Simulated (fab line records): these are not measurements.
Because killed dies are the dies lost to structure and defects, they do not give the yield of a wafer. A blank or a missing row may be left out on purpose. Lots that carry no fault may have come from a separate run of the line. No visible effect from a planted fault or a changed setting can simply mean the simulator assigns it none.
A struck lot beside a sound one -- flow nandHarc -- 14 out of 1159 route steps
Sound: these wafers, L513.2, L513.5, L513.6. Struck: wafers L507.1, L507.2, L507.6. The cause is named last.
Per side, at each step with rows, come the tool, then ch with its chambers, and then its first start. Under that, the readings that differ: sound wafers -- struck wafers -- difference of the means -- sigmas: that difference in standard deviations of wafers without a fault.
alike: same words and numbers on both sides, and readings whose means sit less than 2 such deviations apart. not compared: any withheld reading, any reading some wafer has no value for, any bound like >300 that may hide the same value, and any number with overlapping values for which the record gives no deviation.
A row with sigmas, a row that says differs or no value, or rows on one side alone: a step with any of these is where the two part. Non-overlapping numbers with no deviation appear without sigmas and do not part them. A reading missing from all wafers of one side parts the sides only when that side holds two or more wafers.

NHARC_A_WL_FILL_STRIP_27: strips in N2/H2, time 20 s.
  sound on plasmaAsher-02 ch 0,1, day 19 01:31; struck on plasmaAsher-01 ch 0,1, day 17 19:37
reading,sound,struck,difference,sigmas
drypumpMotorCurrentA (A),5.60 5.60 5.75,5.10 5.10 5.10,-0.55,-2
  alike: heaterPowerW
  not compared: rfHoursCounterH
then, 4 steps without rows for these wafers: NHARC_A_WL_FILL_STRIP_28 (strips in post etch residue remover, time 1200 s); NHARC_A_WL_FILL_PRECLEAN_06 (cleans in DIW, time 300 s); NHARC_A_WL_FILL_SRD_07; NHARC_A_WL_FILL_ANNEAL_08 (time 1800 s).
NHARC_A_WL_FILL_ALD_10: deposits SiO2, target thk 50 nm, pulse time 10 s, ald cycles 500.
  sound on aldHk-03 ch 0,3, day 19 13:16; struck on aldHk-04 ch 0,1,3, day 17 23:46
  alike: heaterPowerW, precursorPulseHeightRel
NHARC_A_WL_FILL_ETCHBACK_16: etches the open film in C4F8/O2/Ar, target depth 88 nm, time 17.6 s.
  sound: rieDiel-03 ch 0,1,2; struck: rieDiel-05 ch 0,2,3
  alike: chamberPressureMTorr, oesProductAu, rfVppV
  not compared: rfHoursCounterH
then, 1 step without rows for these wafers: NHARC_A_WL_FILL_STRIP_29 (strips in O2, time 20 s).
NHARC_A_WL_FILL_ETCHBACK_17: etches the open film in Cl2/BCl3, target depth 4 nm, time 26.7 s.
  sound on rieMetal-03 ch 0,1, day 19 17:32; struck on rieMetal-03 ch 0,1, day 18 04:04
  alike: chamberPressureMTorr, drypumpMotorCurrentA, oesProductAu
  not compared: rfHoursCounterH
then, 2 steps without rows for these wafers: NHARC_A_WL_FILL_PRECLEAN_18 (cleans in dHF, time 30 s); NHARC_A_WL_FILL_SRD_21.
NHARC_A_WL_FILL_CVD_23: deposits poly-Si, target thk 40 nm, time 800 s.
  sound on lpcvdPoly-04 ch 0, day 19 20:00; struck on lpcvdPoly-01 ch 0, day 19 12:53
reading,sound,struck,difference,sigmas
zonePowerLowerPct (%),8.8 8.9 8.8,7.3 7.4 7.4,-1.5,-2
NHARC_A_WL_FILL_ETCHBACK_26: etches the open film in HBr, target depth 52 nm, time 13.3 s.
  sound on rieSi-05 ch 1,2, day 19 22:34; struck on rieSi-02 ch 1,2,3, day 19 15:24
  alike: chamberPressureMTorr, drypumpMotorCurrentA, oesProductAu, throttleValvePct
  not compared: rfHoursCounterH
-- jump in the record: it breaks off in module A_WL_FILL and resumes in module END (first step shown: number 1159 of the route), and 5 days separate the struck wafers' starts before and after --
NHARC_END_SORT_01:
  here the record holds rows for the struck wafers (prober-01 ch 0, day 24 14:35) but none for the sound ones

## WHERE THEY PART
At NHARC_A_WL_FILL_STRIP_27 first; at NHARC_END_SORT_01 last (within this record only).

WHY: what the simulator had put in
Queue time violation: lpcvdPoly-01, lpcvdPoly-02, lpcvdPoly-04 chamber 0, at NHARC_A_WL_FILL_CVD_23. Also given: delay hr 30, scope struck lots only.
